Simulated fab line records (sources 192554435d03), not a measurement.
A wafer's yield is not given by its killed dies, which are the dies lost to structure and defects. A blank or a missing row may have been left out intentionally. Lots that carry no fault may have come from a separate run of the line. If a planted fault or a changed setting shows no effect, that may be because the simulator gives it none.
Split-lot trial -- flow n5Finfet -- 7 lots, 21 wafers read, on a route of 1938 steps

## SPLIT DETAILS
At N5_BEOL_M0_SAQP_ETCH_88 (etches underlayer in N2/H2, target depth 6.5 nm, time 5.2 s), the setting sourceW was moved away from the recipe's 840 W on 7 of the 21 wafers read, by -6.9% to +17.2%. All remaining wafers had this setting at the recipe value.

Reading taken at the split's own step.

## THE READING
rfVppV, in V, at N5_BEOL_M0_SAQP_ETCH_88 (etches underlayer in N2/H2, target depth 6.5 nm, time 5.2 s). On this fab line, fault-free wafers typically give 523.6 V with a standard deviation of 2.7 V.

wafer,"tool, chamber at the split","sourceW as run, W",against the recipe,"rfVppV, V",against lot-mates on the recipe
L074.2,"rieDiel-05, 0",984.1,+17.2%,495.5,-31.0
L074.3,"rieDiel-05, 1",840,recipe,526.5,-
L074.6,"rieDiel-05, 2",984.1,+17.2%,494.5,-32.0
L081.3,"rieDiel-03, 1",840,recipe,523.6,-
L081.4,"rieDiel-03, 0",782.3,-6.9%,540.6,+13.9
L081.6,"rieDiel-03, 0",840,recipe,529.9,-
L084.1,"rieDiel-02, 0",840,recipe,524.6,-
L084.3,"rieDiel-02, 1",840,recipe,521.6,-
L084.4,"rieDiel-02, 2",840,recipe,520.8,-
L087.1,"rieDiel-02, 2",958.6,+14.1%,497.7,-24.0
L087.2,"rieDiel-02, 3",958.6,+14.1%,497.6,-24.1
L087.5,"rieDiel-02, 3",840,recipe,521.7,-
L090.2,"rieDiel-05, 2",840,recipe,524.1,-
L090.5,"rieDiel-05, 1",840,recipe,528.4,-
L090.6,"rieDiel-05, 2",840,recipe,521.0,-
L091.1,"rieDiel-03, 0",840,recipe,526.2,-
L091.3,"rieDiel-03, 1",796.1,-5.2%,531.5,+5.3
L091.6,"rieDiel-03, 0",796.1,-5.2%,535.9,+9.7
L093.2,"rieDiel-03, 3",840,recipe,525.6,-
L093.3,"rieDiel-03, 0",840,recipe,527.4,-
L093.4,"rieDiel-03, 1",840,recipe,523.5,-

FIT RESULTS
A straight line over all 21 wafers: rfVppV changes by -1.83 V for each +1% of sourceW; r = -0.98; the points scatter about the line by 2.7 V.
The same after taking each lot's own level away (the mean of its wafers on the recipe; 21 wafers): -1.77 V for each +1%; r = -0.99; scatter 2.1 V.
Per that fit: largest sourceW move, reading shift of 30 V.
Measured against the standard deviation above, the lots' own levels, which go from 521.70 to 526.75 V, span 1.9 times it.
Hence the lot-to-lot level has little effect on the slope; both slopes agree.
Check: for one of the wafers moved furthest among these (+17.2%), held out of the fit, the line's prediction against its lot-mates is -30.3 V. Against them it came out at -31 V.
Tool readings at the split's step, against how far the setting was moved: etchRfOnTimeS r = -0.96; rfVppV r = -0.98.

## FURTHER SPLITS ON THESE WAFERS
Note: prior to the reading, these wafers also went through further splits. Each is held against what the fit with the lots' levels taken away leaves over:
other split on the same wafers,wafers away from the commonest value,r with rfVppV (lot level and that fit taken away)
N5_BEOL_M0_SAQP_EXPOSE_37 doseMj,9,+0.32

## THE WHOLE CHAIN: every reading that the file lists as answering this split, in the file's order
step,what it does,reading,change (the file's fit),r (the file's)
N5_BEOL_M0_SAQP_ETCH_88,"etches underlayer in N2/H2, target depth 6.5 nm, time 5.2 s",etchRfOnTimeS,withheld for each +1% of the setting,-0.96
N5_BEOL_M0_SAQP_ETCH_88,"etches underlayer in N2/H2, target depth 6.5 nm, time 5.2 s",rfVppV,-1.79 V for each +1% of the setting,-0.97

## FILE'S OWN FIT
rfVppV changes by -1.79 V for each +1% of sourceW, r = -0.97.
